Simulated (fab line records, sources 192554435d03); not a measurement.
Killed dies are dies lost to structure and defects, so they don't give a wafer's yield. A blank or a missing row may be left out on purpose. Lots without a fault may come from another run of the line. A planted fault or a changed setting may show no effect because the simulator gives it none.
Which tool did it? | flow n5_finfet | 7 lots, 21 wafers sampled, at 6 steps of a route of 1938

WHAT THE GAUGES READ, wafer by wafer
N5_BEOL_M4_RC_MEAS_101. Usual: DIBL_N 36.0 mV/V, standard deviation 2.2; DIBL_P 35.9 mV/V, standard deviation 2.6; IOFF_N 0.16 nA/um, standard deviation 0.038; IOFF_P 0.21 nA/um, standard deviation 0.042; ION_N 675 uA/um, standard deviation 15; ION_P 463 uA/um, standard deviation 10; SS_N 71.5 mV/dec, standard deviation 0.62; SS_P 73.2 mV/dec, standard deviation 0.76; VT_N 250 mV, standard deviation 4.1; VT_P -251 mV, standard deviation 3.6.
lot  | measured     | on        | DIBL_N (mV/V)  | DIBL_P (mV/V)  | IOFF_N (nA/um) | IOFF_P (nA/um) | ION_N (uA/um) | ION_P (uA/um) | SS_N (mV/dec)  | SS_P (mV/dec)  | VT_N (mV)   | VT_P (mV)      | flag
L424 | day 9 00:44  | prober-01 | 32.4 32.1 34.7 | 31.1 31.3 33.8 | 0.10 0.10 0.13 | 0.14 0.14 0.18 | 662 648 674   | 457 454 465   | 71.0 70.5 71.4 | 72.7 72.4 74.1 | 259 260 255 | -258 -257 -251 |
L425 | day 9 03:22  | prober-01 | 38.7 36.1 33.1 | 39.3 35.5 32.3 | 0.21 0.16 0.12 | 0.26 0.19 0.16 | 690 675 662   | 471 459 452   | 72.2 72.4 71.2 | 74.5 73.7 72.1 | 245 249 252 | -249 -251 -253 |
L437 | day 12 02:56 | prober-02 | 37.4 37.4 36.9 | 39.0 38.1 37.4 | 0.18 0.20 0.18 | 0.25 0.23 0.23 | 664 697 689   | 457 478 465   | 72.1 71.2 70.8 | 73.6 73.8 72.6 | 245 243 247 | -249 -251 -249 |
L438 | day 12 00:15 | prober-02 | 38.2 38.3 37.3 | 34.2 37.3 36.2 | 0.15 0.17 0.16 | 0.19 0.23 0.22 | 658 691 687   | 452 473 474   | 71.8 71.6 71.0 | 73.3 73.5 73.4 | 253 245 248 | -253 -251 -249 |
L440 | day 13 05:34 | prober-02 | 38.0 34.9 34.1 | 39.0 35.5 34.3 | 0.20 0.15 0.13 | 0.25 0.19 0.18 | 685 689 664   | 465 469 458   | 72.1 71.6 71.3 | 74.5 73.0 73.1 | 248 250 253 | -251 -250 -254 |
L441 | day 13 02:10 | prober-02 | 35.9 32.9 34.2 | 36.9 32.5 32.4 | 0.17 0.12 0.13 | 0.28 0.19 0.19 | 684 663 658   | 476 462 456   | 71.5 70.3 70.8 | 74.2 72.6 72.3 | 249 255 252 | -243 -249 -251 |
L443 | day 13 18:21 | prober-02 | 36.0 35.7 35.6 | 37.0 36.7 37.8 | 0.18 0.18 0.19 | 0.25 0.25 0.28 | 684 693 700   | 464 475 491   | 71.0 71.2 71.5 | 73.4 73.6 74.2 | 245 244 245 | -248 -245 -245 |

WHICH TOOL RAN EACH LOT (tool, then ch and the chambers of the sampled wafers, then the start)
lot  | N5_FIN_SAQP_HM_OPEN_73            | N5_FIN_SAQP_MANDREL1_REMOVE_56  | N5_FIN_SAQP_MANDREL_ETCH_58     | N5_FIN_SAQP_ETCH_69               | N5_FIN_SAQP_HM_OPEN_33
L424 | rie_diel-04 ch 1,3, day 2 23:10   | rie_si-03 ch 1,2,3, day 3 01:19 | rie_si-06 ch 1,2,3, day 3 01:46 | rie_diel-04 ch 1,3, day 3 02:22   | rie_diel-04 ch 2,3, day 3 03:24
L425 | rie_diel-04 ch 1,2, day 3 07:50   | rie_si-04 ch 0,2,3, day 3 09:41 | rie_si-06 ch 0,3, day 3 10:08   | rie_diel-01 ch 0,3, day 3 10:42   | rie_diel-01 ch 1,2, day 3 12:35
L437 | rie_diel-04 ch 0,1,3, day 6 04:10 | rie_si-03 ch 2,3, day 6 05:56   | rie_si-06 ch 1,2, day 6 06:14   | rie_diel-01 ch 0,2, day 6 06:51   | rie_diel-06 ch 0,2, day 6 07:44
L438 | rie_diel-06 ch 0,2,3, day 6 10:19 | rie_si-03 ch 1,3, day 6 12:56   | rie_si-04 ch 1,2, day 6 13:20   | rie_diel-06 ch 0,3, day 6 13:56   | rie_diel-01 ch 0,1,2, day 6 14:58
L440 | rie_diel-06 ch 0,2,3, day 6 21:44 | rie_si-03 ch 0,1,2, day 6 23:49 | rie_si-04 ch 0,2,3, day 7 00:07 | rie_diel-06 ch 0,1,3, day 7 00:40 | rie_diel-04 ch 0,2,3, day 7 01:32
L441 | rie_diel-04 ch 2,3, day 7 03:47   | rie_si-03 ch 0,1,2, day 7 05:29 | rie_si-06 ch 1,2, day 7 05:47   | rie_diel-04 ch 1,2,3, day 7 06:19 | rie_diel-04 ch 0,2,3, day 7 07:22
L443 | rie_diel-04 ch 0,1, day 7 16:05   | rie_si-06 ch 1,2, day 7 18:07   | rie_si-03 ch 0,3, day 7 18:25   | rie_diel-04 ch 0,3, day 7 19:03   | rie_diel-06 ch 1,3, day 7 19:58
- N5_FIN_SAQP_HM_OPEN_73: chemistry CHF3/O2, target SiO2, stops on a-Si, target depth 12 nm, time 16.8 s.
- N5_FIN_SAQP_MANDREL1_REMOVE_56: chemistry HBr/Cl2/O2, target a-Si, stops on SiNx, bt time 10 s.
- N5_FIN_SAQP_MANDREL_ETCH_58: etches a-Si in HBr/Cl2, stops on SiNx, target depth 45 nm, bt time 10 s, time 27 s.
- N5_FIN_SAQP_ETCH_69: etches SOC in N2/H2, stops on SiNx, target depth 150 nm.
- N5_FIN_SAQP_HM_OPEN_33: chemistry CH3F/O2, target SiNx, target depth 49.4 nm, time 70.6 s.

WHAT THE TOOLS THEMSELVES READ (means of the sampled wafers that have a number; where no wafer has one, the mark that the record gives instead)
N5_FIN_SAQP_HM_OPEN_73. Usual: CHF3_flow_sccm 49.96 sccm, standard deviation 0.14; drypump_motor_current_A 5.7 A, standard deviation 0.33; mfc_ar_sccm 200.0 sccm, standard deviation 0.6; oes_o_777_au 0.79 a.u., standard deviation 0.081; oes_product_au 0.47 a.u., standard deviation 0.046; rf_fwd_power_W 645.2 W, standard deviation 2.1; rf_vpp_V 528 V, standard deviation 16; showerhead_plenum_p_Torr 2.43 Torr, standard deviation 0.056; throttle_valve_pct 18.75 %, standard deviation 0.27.
lot  | tool        | CHF3_flow_sccm (sccm) | drypump_motor_current_A (A) | mfc_ar_sccm (sccm) | oes_o_777_au (a.u.) | oes_product_au (a.u.) | rf_fwd_power_W (W) | rf_vpp_V (V) | showerhead_plenum_p_Torr (Torr) | throttle_valve_pct (%) | flag
L424 | rie_diel-04 | 49.93                 | 5.9                         | 200.0              | 0.82                | 0.49                  | 645.3              | 532          | 2.39                            | 18.69                  |
L425 | rie_diel-04 | 49.92                 | 5.5                         | 199.8              | 0.73                | 0.44                  | 644.7              | 515          | 2.48                            | 18.60                  |
L437 | rie_diel-04 | 49.98                 | 5.9                         | 199.5              | 0.81                | 0.49                  | 643.1              | 537          | 2.41                            | 18.64                  |
L438 | rie_diel-06 | 50.02                 | 5.8                         | 200.2              | 0.84                | 0.50                  | 647.1              | 530          | 2.41                            | 18.66                  |
L440 | rie_diel-06 | 49.97                 | 5.8                         | 200.2              | 0.83                | 0.50                  | 646.1              | 529          | 2.41                            | 18.68                  |
L441 | rie_diel-04 | 50.05                 | 5.7                         | 199.9              | 0.74                | 0.45                  | 647.5              | 512          | 2.45                            | 18.65                  |
L443 | rie_diel-04 | 49.87                 | 5.9                         | 200.3              | 0.82                | 0.49                  | 642.7              | 543          | 2.43                            | 18.57                  |

N5_FIN_SAQP_MANDREL1_REMOVE_56. Usual: drypump_motor_current_A 5.8 A, standard deviation 0.46; oes_o_777_au 0.98 a.u., standard deviation 0.086; oes_product_au 1.002 a.u., standard deviation 0.016; rf_fwd_power_W 597.0 W, standard deviation 2.1; throttle_valve_pct 36.8 %, standard deviation 0.43.
lot  | tool      | drypump_motor_current_A (A) | oes_o_777_au (a.u.) | oes_product_au (a.u.) | rf_fwd_power_W (W) | throttle_valve_pct (%) | flag
L424 | rie_si-03 | 5.8                         | 1.01                | 1.003                 | 597.7              | 36.8                   |
L425 | rie_si-04 | 6.2                         | 1.01                | 1.013                 | 599.4              | 37.0                   |
L437 | rie_si-03 | 5.5                         | 1.10                | 1.002                 | 594.8              | 37.0                   |
L438 | rie_si-03 | 6.2                         | 0.91                | 1.002                 | 597.9              | 36.6                   |
L440 | rie_si-03 | 5.7                         | 0.95                | 0.985                 | 597.0              | 37.1                   |
L441 | rie_si-03 | 5.7                         | 0.96                | 0.982                 | 598.4              | 37.1                   |
L443 | rie_si-06 | 6.0                         | 0.90                | 0.996                 | 594.9              | 36.8                   |

N5_FIN_SAQP_MANDREL_ETCH_58. Usual: drypump_motor_current_A 5.8 A, standard deviation 0.46; oes_product_au 0.700 a.u., standard deviation 0.013; rf_fwd_power_W 795 W, standard deviation 3.1; throttle_valve_pct 35.6 %, standard deviation 0.43.
lot  | tool      | drypump_motor_current_A (A) | oes_product_au (a.u.) | rf_fwd_power_W (W) | throttle_valve_pct (%) | flag
L424 | rie_si-06 | 6.0                         | 0.704                 | 793                | 35.2                   |
L425 | rie_si-06 | 5.7                         | 0.687                 | 796                | 35.2                   |
L437 | rie_si-06 | 6.0                         | 0.639                 | 790                | 35.7                   | OFF
L438 | rie_si-04 | 5.8                         | 0.719                 | 792                | 35.7                   |
L440 | rie_si-04 | 6.2                         | 0.713                 | 798                | 35.8                   |
L441 | rie_si-06 | 6.1                         | 0.659                 | 796                | 35.4                   | OFF
L443 | rie_si-03 | 5.3                         | 0.688                 | 794                | 35.9                   |

N5_FIN_SAQP_ETCH_69. Usual: drypump_motor_current_A 5.73 A, standard deviation 0.3; oes_product_au 0.80 a.u., standard deviation 0.079; rf_fwd_power_W 844.8 W, standard deviation 2.7; rf_vpp_V 241.0 V, standard deviation 1.2; showerhead_plenum_p_Torr 2.57 Torr, standard deviation 0.065; throttle_valve_pct 17.77 %, standard deviation 0.25.
lot  | tool        | drypump_motor_current_A (A) | oes_product_au (a.u.) | rf_fwd_power_W (W) | rf_vpp_V (V) | showerhead_plenum_p_Torr (Torr) | throttle_valve_pct (%) | flag
L424 | rie_diel-04 | 5.67                        | 0.77                  | 846.0              | 240.4        | 2.51                            | 17.49                  |
L425 | rie_diel-01 | 5.27                        | 0.76                  | 841.8              | 241.9        | 2.63                            | 18.13                  |
L437 | rie_diel-01 | 5.37                        | 0.82                  | 846.2              | 240.5        | 2.56                            | 17.99                  |
L438 | rie_diel-06 | 5.92                        | 0.83                  | 846.9              | 240.2        | 2.55                            | 17.60                  |
L440 | rie_diel-06 | 5.87                        | 0.78                  | 844.9              | 241.0        | 2.56                            | 17.73                  |
L441 | rie_diel-04 | 5.68                        | 0.73                  | 841.6              | 240.7        | 2.53                            | 17.58                  |
L443 | rie_diel-04 | 6.17                        | 0.81                  | 843.8              | 240.7        | 2.50                            | 17.55                  |

N5_FIN_SAQP_HM_OPEN_33. Usual: drypump_motor_current_A 5.7 A, standard deviation 0.3; etch_rf_on_time_s 69.5 s, standard deviation 2; mfc_ar_sccm 150.0 sccm, standard deviation 0.4; oes_o_777_au 0.80 a.u., standard deviation 0.086; oes_product_au 0.68 a.u., standard deviation 0.073; rf_fwd_power_W 391.1 W, standard deviation 1.3; rf_vpp_V 299 V, standard deviation 9.1; showerhead_plenum_p_Torr 2.02 Torr, standard deviation 0.048; throttle_valve_pct 16.32 %, standard deviation 0.29.
lot  | tool        | drypump_motor_current_A (A) | etch_rf_on_time_s (s) | mfc_ar_sccm (sccm) | oes_o_777_au (a.u.) | oes_product_au (a.u.) | rf_fwd_power_W (W) | rf_vpp_V (V) | showerhead_plenum_p_Torr (Torr) | throttle_valve_pct (%) | flag
L424 | rie_diel-04 | 6.0                         | 70.5                  | 150.1              | 0.82                | 0.70                  | 391.8              | 296          | 2.01                            | 16.15                  |
L425 | rie_diel-01 | 5.8                         | 71.1                  | 149.9              | 0.71                | 0.62                  | 390.8              | 298          | 1.97                            | 16.76                  |
L437 | rie_diel-06 | 5.6                         | 64.7                  | 149.9              | 0.82                | 0.74                  | 391.9              | 310          | 1.98                            | 16.07                  |
L438 | rie_diel-01 | 5.5                         | 70.9                  | 150.1              | 0.78                | 0.66                  | 392.1              | 296          | 2.00                            | 16.54                  |
L440 | rie_diel-04 | 6.0                         | 66.5                  | 149.9              | 0.81                | 0.69                  | 390.7              | 299          | 2.02                            | 16.12                  |
L441 | rie_diel-04 | 6.0                         | 65.7                  | 150.1              | 0.80                | 0.69                  | 390.7              | 299          | 2.02                            | 16.12                  |
L443 | rie_diel-06 | 6.0                         | 69.6                  | 149.9              | 0.80                | 0.66                  | 391.7              | 288          | 2.04                            | 16.34                  |

THE ANSWER, worked out from the rows above alone
Rule: a lot is off if the mean of its wafers that have a number lies more than 3 standard deviations from the usual mean. A lot without any number at a reading at which 4 lots or more have one is off too. The other lots that the step has rows for count as sound. The gauges are gone through in route order, then the tools' own readings, and for those a lot's mean is taken as printed above. The first step at which some lot is off is used, and at that step the reading that is off furthest; a lot without a number counts as furthest.
Off: L437, L441, at N5_FIN_SAQP_MANDREL_ETCH_58 (oes_product_au).
A tool fits if, at that step or a process step before it, it ran every lot that is off, and no sound lot after the first of them. One fits: rie_si-06 at N5_FIN_SAQP_MANDREL_ETCH_58. Its last sound lot is L425 (day 3 10:08), its first lot that is off L437 (day 6 06:14): a fault that began between those two fits.

WHAT THE SIMULATOR HAD PUT IN
Process parameter drift: rie_si-06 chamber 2, from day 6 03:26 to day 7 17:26, at N5_FIN_SAQP_MANDREL_ETCH_58. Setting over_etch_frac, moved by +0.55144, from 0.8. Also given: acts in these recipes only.
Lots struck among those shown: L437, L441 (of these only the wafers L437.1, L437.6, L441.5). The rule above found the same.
